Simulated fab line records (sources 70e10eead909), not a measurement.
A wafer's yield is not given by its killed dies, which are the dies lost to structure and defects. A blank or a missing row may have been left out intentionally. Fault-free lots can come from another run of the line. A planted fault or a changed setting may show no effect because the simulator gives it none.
Which tool is to blame? / flow nandHarc / Sampling: 11 lots, 33 wafers, 5 of 1302 route steps

WHAT EACH GAUGE READ, for each wafer
NHARC_END_SORT_01.
lot=L643; measured=day 32 20:53; on=prober-01; defectLimitedYield (%)=90.7 90.3 89.4; killedAtArray=58 62 72; killedAtOther=0 1 0; killedAtPeriphery=5 3 0; killedDies=63 66 72; killedOpen=7 7 4; killedShort=2 2 4; sort_bin_2_pct (%)=3.5 3.4 3.7; sort_bin_3_pct (%)=0.4 0.3 0.3; sort_bin_4_pct (%)=5.3 6.1 6.6; sortNPass=614 611 605; sortRimYieldPct (%)=90 90 82; sortYieldPct (%)=90.7 90.3 89.4

WHAT TOOL EACH LOT RAN ON (gives the tool, then ch and the chambers of the sampled wafers, and finally the start)
lot=L625; NHARC_A_BLC_STRIP_29=rieDiel-03 ch 1,2,3, day 22 21:33; NHARC_A_BLC_CVD_24=cvdW-01 ch 0,1, day 23 00:34 or earlier; NHARC_A_M0_ETCH_34=rieDiel-08 ch 1,2,3, day 23 00:34; NHARC_A_M0_PVD_20=pvdSputter-01, no start
lot=L627; NHARC_A_BLC_STRIP_29=rieDiel-05 ch 0,1,3, day 23 05:12; NHARC_A_BLC_CVD_24=cvdW-02 ch 0,1, day 23 08:23 or earlier; NHARC_A_M0_ETCH_34=rieDiel-08 ch 0,1,3, day 23 08:23; NHARC_A_M0_PVD_20=pvdSputter-01, no start
lot=L626; NHARC_A_BLC_STRIP_29=rieDiel-03 ch 0,2,3, day 23 08:21; NHARC_A_BLC_CVD_24=cvdW-01 ch 0,1, day 23 11:25 or earlier; NHARC_A_M0_ETCH_34=rieDiel-08 ch 0,3, day 23 11:25; NHARC_A_M0_PVD_20=pvdSputter-01, no start
lot=L629; NHARC_A_BLC_STRIP_29=rieDiel-05 ch 1,2, day 24 16:08; NHARC_A_BLC_CVD_24=cvdW-01 ch 0,1, day 24 19:13 or earlier; NHARC_A_M0_ETCH_34=rieDiel-13 ch 0,1,2, day 24 19:13; NHARC_A_M0_PVD_20=pvdSputter-01, no start
lot=L631; NHARC_A_BLC_STRIP_29=rieDiel-05 ch 0,1,3, day 24 22:11; NHARC_A_BLC_CVD_24=cvdW-01 ch 0,1, day 25 01:07 or earlier; NHARC_A_M0_ETCH_34=rieDiel-08 ch 0,2,3, day 25 01:07; NHARC_A_M0_PVD_20=pvdSputter-03, no start
lot=L632; NHARC_A_BLC_STRIP_29=rieDiel-05 ch 1,2, day 24 22:31; NHARC_A_BLC_CVD_24=cvdW-02 ch 0, day 25 01:40 or earlier; NHARC_A_M0_ETCH_34=rieDiel-09 ch 0,2, day 25 01:40; NHARC_A_M0_PVD_20=pvdSputter-02, no start
lot=L633; NHARC_A_BLC_STRIP_29=rieDiel-03 ch 2,3, day 27 07:01; NHARC_A_BLC_CVD_24=cvdW-01 ch 0,1, day 27 10:05 or earlier; NHARC_A_M0_ETCH_34=rieDiel-08 ch 1,2, day 27 10:05; NHARC_A_M0_PVD_20=pvdSputter-03, no start
lot=L641; NHARC_A_BLC_STRIP_29=rieDiel-05 ch 0,1,3, day 29 21:03; NHARC_A_BLC_CVD_24=cvdW-01 ch 0,1, day 30 00:06 or earlier; NHARC_A_M0_ETCH_34=rieDiel-08 ch 1,3, day 30 00:06; NHARC_A_M0_PVD_20=pvdSputter-03, no start
lot=L643; NHARC_A_BLC_STRIP_29=rieDiel-03 ch 0,3, day 30 12:56; NHARC_A_BLC_CVD_24=cvdW-02 ch 0,1, day 30 16:01 or earlier; NHARC_A_M0_ETCH_34=rieDiel-08 ch 0,1,2, day 30 16:01; NHARC_A_M0_PVD_20=pvdSputter-02, day 32 20:53 or earlier
lot=L647; NHARC_A_BLC_STRIP_29=rieDiel-05 ch 0,1,3, day 31 03:37; NHARC_A_BLC_CVD_24=cvdW-01 ch 0,1, day 31 06:42 or earlier; NHARC_A_M0_ETCH_34=rieDiel-09 ch 0,2,3, day 31 06:42; NHARC_A_M0_PVD_20=pvdSputter-03, no start
lot=L645; NHARC_A_BLC_STRIP_29=rieDiel-01 ch 0,1,3, day 31 06:26; NHARC_A_BLC_CVD_24=cvdW-02 ch 0,1, day 31 09:22 or earlier; NHARC_A_M0_ETCH_34=rieDiel-09 ch 0,1,3, day 31 09:22; NHARC_A_M0_PVD_20=pvdSputter-02, no start
- NHARC_A_BLC_STRIP_29: strips in CF4.
- NHARC_A_BLC_CVD_24: deposits W, target thk 150 nm, time 434 s.
- NHARC_A_M0_ETCH_34: etches the open film in N2/H2, target depth 40 nm, overetch 12 nm, time 43.94 s.
- NHARC_A_M0_PVD_20: deposits TaN, target thk 5 nm, time 8.06 s.

AS READ BY THE TOOLS THEMSELVES (means over the sampled wafers that have a number; for cases with no such wafer, the mark the record gives instead)
NHARC_A_BLC_STRIP_29.
lot=L625; tool=rieDiel-03; drypumpMotorCurrentA (A)=6.0; oesProductAu (a.u.)=1.003; rfVppV (V)=59.6; showerheadPlenumPTorr (Torr)=1.76; throttleValvePct (%)=13.286
lot=L627; tool=rieDiel-05; drypumpMotorCurrentA (A)=5.7; oesProductAu (a.u.)=1.004; rfVppV (V)=59.5; showerheadPlenumPTorr (Torr)=1.83; throttleValvePct (%)=13.291
lot=L626; tool=rieDiel-03; drypumpMotorCurrentA (A)=6.0; oesProductAu (a.u.)=1.004; rfVppV (V)=59.1; showerheadPlenumPTorr (Torr)=1.75; throttleValvePct (%)=13.286
lot=L629; tool=rieDiel-05; drypumpMotorCurrentA (A)=5.5; oesProductAu (a.u.)=0.996; rfVppV (V)=59.8; showerheadPlenumPTorr (Torr)=1.85; throttleValvePct (%)=13.276
lot=L631; tool=rieDiel-05; drypumpMotorCurrentA (A)=5.7; oesProductAu (a.u.)=1.006; rfVppV (V)=60.1; showerheadPlenumPTorr (Torr)=1.83; throttleValvePct (%)=13.285
lot=L632; tool=rieDiel-05; drypumpMotorCurrentA (A)=5.5; oesProductAu (a.u.)=1.003; rfVppV (V)=60.3; showerheadPlenumPTorr (Torr)=1.85; throttleValvePct (%)=13.277
lot=L633; tool=rieDiel-03; drypumpMotorCurrentA (A)=6.2; oesProductAu (a.u.)=1.005; rfVppV (V)=59.2; showerheadPlenumPTorr (Torr)=1.73; throttleValvePct (%)=13.288
lot=L641; tool=rieDiel-05; drypumpMotorCurrentA (A)=5.7; oesProductAu (a.u.)=0.991; rfVppV (V)=60.1; showerheadPlenumPTorr (Torr)=1.83; throttleValvePct (%)=13.276
lot=L643; tool=rieDiel-03; drypumpMotorCurrentA (A)=6.0; oesProductAu (a.u.)=1.016; rfVppV (V)=59.3; showerheadPlenumPTorr (Torr)=1.67; throttleValvePct (%)=13.278
lot=L647; tool=rieDiel-05; drypumpMotorCurrentA (A)=5.7; oesProductAu (a.u.)=0.994; rfVppV (V)=59.7; showerheadPlenumPTorr (Torr)=1.83; throttleValvePct (%)=13.291
lot=L645; tool=rieDiel-01; drypumpMotorCurrentA (A)=5.3; oesProductAu (a.u.)=0.999; rfVppV (V)=60.1; showerheadPlenumPTorr (Torr)=1.79; throttleValvePct (%)=13.299

NHARC_A_BLC_CVD_24.
lot=L625; tool=cvdW-01; heaterPowerW (W)=424; throttleValvePct (%)=8.08
lot=L627; tool=cvdW-02; heaterPowerW (W)=551; throttleValvePct (%)=8.03
lot=L626; tool=cvdW-01; heaterPowerW (W)=438; throttleValvePct (%)=8.10
lot=L629; tool=cvdW-01; heaterPowerW (W)=419; throttleValvePct (%)=8.06
lot=L631; tool=cvdW-01; heaterPowerW (W)=423; throttleValvePct (%)=7.76
lot=L632; tool=cvdW-02; heaterPowerW (W)=531; throttleValvePct (%)=7.95
lot=L633; tool=cvdW-01; heaterPowerW (W)=428; throttleValvePct (%)=7.97
lot=L641; tool=cvdW-01; heaterPowerW (W)=414; throttleValvePct (%)=8.04
lot=L643; tool=cvdW-02; heaterPowerW (W)=548; throttleValvePct (%)=8.19
lot=L647; tool=cvdW-01; heaterPowerW (W)=419; throttleValvePct (%)=8.01
lot=L645; tool=cvdW-02; heaterPowerW (W)=571; throttleValvePct (%)=8.12

NHARC_A_M0_ETCH_34.
lot=L625; tool=rieDiel-08; biasW (W)=149.9; drypumpMotorCurrentA (A)=5.8; oesProductAu (a.u.)=0.996; rfVppV (V)=433.1; runLengthS (s)=65.3; showerheadPlenumPTorr (Torr)=2.14; throttleValvePct (%)=14.169
lot=L627; tool=rieDiel-08; biasW (W)=149.7; drypumpMotorCurrentA (A)=5.9; oesProductAu (a.u.)=0.995; rfVppV (V)=432.5; runLengthS (s)=65.3; showerheadPlenumPTorr (Torr)=2.12; throttleValvePct (%)=14.171
lot=L626; tool=rieDiel-08; biasW (W)=149.6; drypumpMotorCurrentA (A)=6.1; oesProductAu (a.u.)=0.992; rfVppV (V)=432.4; runLengthS (s)=65.5; showerheadPlenumPTorr (Torr)=2.14; throttleValvePct (%)=14.165
lot=L629; tool=rieDiel-13; biasW (W)=149.4; drypumpMotorCurrentA (A)=5.6; oesProductAu (a.u.)=1.004; rfVppV (V)=429.2; runLengthS (s)=65.1; showerheadPlenumPTorr (Torr)=1.95; throttleValvePct (%)=14.163
lot=L631; tool=rieDiel-08; biasW (W)=150.2; drypumpMotorCurrentA (A)=5.9; oesProductAu (a.u.)=0.998; rfVppV (V)=432.1; runLengthS (s)=65.2; showerheadPlenumPTorr (Torr)=2.11; throttleValvePct (%)=14.176
lot=L632; tool=rieDiel-09; biasW (W)=149.7; drypumpMotorCurrentA (A)=5.1; oesProductAu (a.u.)=1.002; rfVppV (V)=430.4; runLengthS (s)=65.4; showerheadPlenumPTorr (Torr)=2.07; throttleValvePct (%)=14.180
lot=L633; tool=rieDiel-08; biasW (W)=150.4; drypumpMotorCurrentA (A)=5.6; oesProductAu (a.u.)=1.002; rfVppV (V)=433.9; runLengthS (s)=65.2; showerheadPlenumPTorr (Torr)=2.11; throttleValvePct (%)=14.163
lot=L641; tool=rieDiel-08; biasW (W)=150.3; drypumpMotorCurrentA (A)=6.1; oesProductAu (a.u.)=0.988; rfVppV (V)=432.8; runLengthS (s)=61.2; showerheadPlenumPTorr (Torr)=2.16; throttleValvePct (%)=14.157
lot=L643; tool=rieDiel-08; biasW (W)=149.9; drypumpMotorCurrentA (A)=5.7; oesProductAu (a.u.)=0.990; rfVppV (V)=432.9; runLengthS (s)=61.2; showerheadPlenumPTorr (Torr)=2.10; throttleValvePct (%)=14.165
lot=L647; tool=rieDiel-09; biasW (W)=149.9; drypumpMotorCurrentA (A)=5.3; oesProductAu (a.u.)=1.002; rfVppV (V)=431.5; runLengthS (s)=65.0; showerheadPlenumPTorr (Torr)=2.05; throttleValvePct (%)=14.175
lot=L645; tool=rieDiel-09; biasW (W)=150.1; drypumpMotorCurrentA (A)=5.7; oesProductAu (a.u.)=1.008; rfVppV (V)=430.6; runLengthS (s)=65.2; showerheadPlenumPTorr (Torr)=2.06; throttleValvePct (%)=14.167

NHARC_A_M0_PVD_20.
lot=L625; tool=pvdSputter-01; throttleValvePct (%)=29.6
lot=L627; tool=pvdSputter-01; throttleValvePct (%)=30.7
lot=L626; tool=pvdSputter-01; throttleValvePct (%)=29.7
lot=L629; tool=pvdSputter-01; throttleValvePct (%)=29.7
lot=L631; tool=pvdSputter-03; throttleValvePct (%)=29.9
lot=L632; tool=pvdSputter-02; throttleValvePct (%)=29.7
lot=L633; tool=pvdSputter-03; throttleValvePct (%)=29.9
lot=L641; tool=pvdSputter-03; throttleValvePct (%)=29.8
lot=L643; tool=pvdSputter-02; throttleValvePct (%)=29.9
lot=L647; tool=pvdSputter-03; throttleValvePct (%)=29.6
lot=L645; tool=pvdSputter-02; throttleValvePct (%)=30.1

THE ANSWER, worked out from the rows above alone
Rule: the lots themselves supply what counts as usual. The widest of any qualifying gaps counts: lots, ordered by their means at a reading, are off when they make up no more than a third of the lots, leave a main group of 4 or more, and stand apart from it by 3 or more times the standard deviation of that group's means. The tables above print the reading to a certain number of digits; a main group whose means all agree to those digits is not used. A lot without any number at a reading at which 4 lots or more have one is off too. Where the step has rows for the other lots, those lots are counted as sound. First the gauges in route order, then the tools' own readings, where a lot's mean is used as printed above. The first step at which some lot is off is used, and at that step the reading that is off furthest; a lot without a number counts as furthest.
Off, at NHARC_A_M0_ETCH_34 on runLengthS: L641, L643. The main group: mean 65.2 s, standard deviation 0.14.
A tool fits if, at that step or a process step before it, it ran every lot that is off, and no sound lot after the first of them. NHARC_A_BLC_CVD_24: start missing for some lots; hours and lot order therefore follow NHARC_A_M0_ETCH_34. One candidate fits, namely rieDiel-08 at NHARC_A_M0_ETCH_34. Its last sound lot is L633 (day 27 10:05), its first lot that is off L641 (day 30 00:06): a fault that began between those two fits.
The tool's own readings at NHARC_A_M0_ETCH_34 bear it out: on the lots that are off they differ by more than 5 times the standard deviation of the sound lots' means. runLengthS reads 61.2 s there against 65.2 s on the sound lots.

WHAT THE SIMULATOR HAD PUT IN
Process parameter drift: rieDiel-08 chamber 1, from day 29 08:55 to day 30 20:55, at NHARC_A_M0_ETCH_34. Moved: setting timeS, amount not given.
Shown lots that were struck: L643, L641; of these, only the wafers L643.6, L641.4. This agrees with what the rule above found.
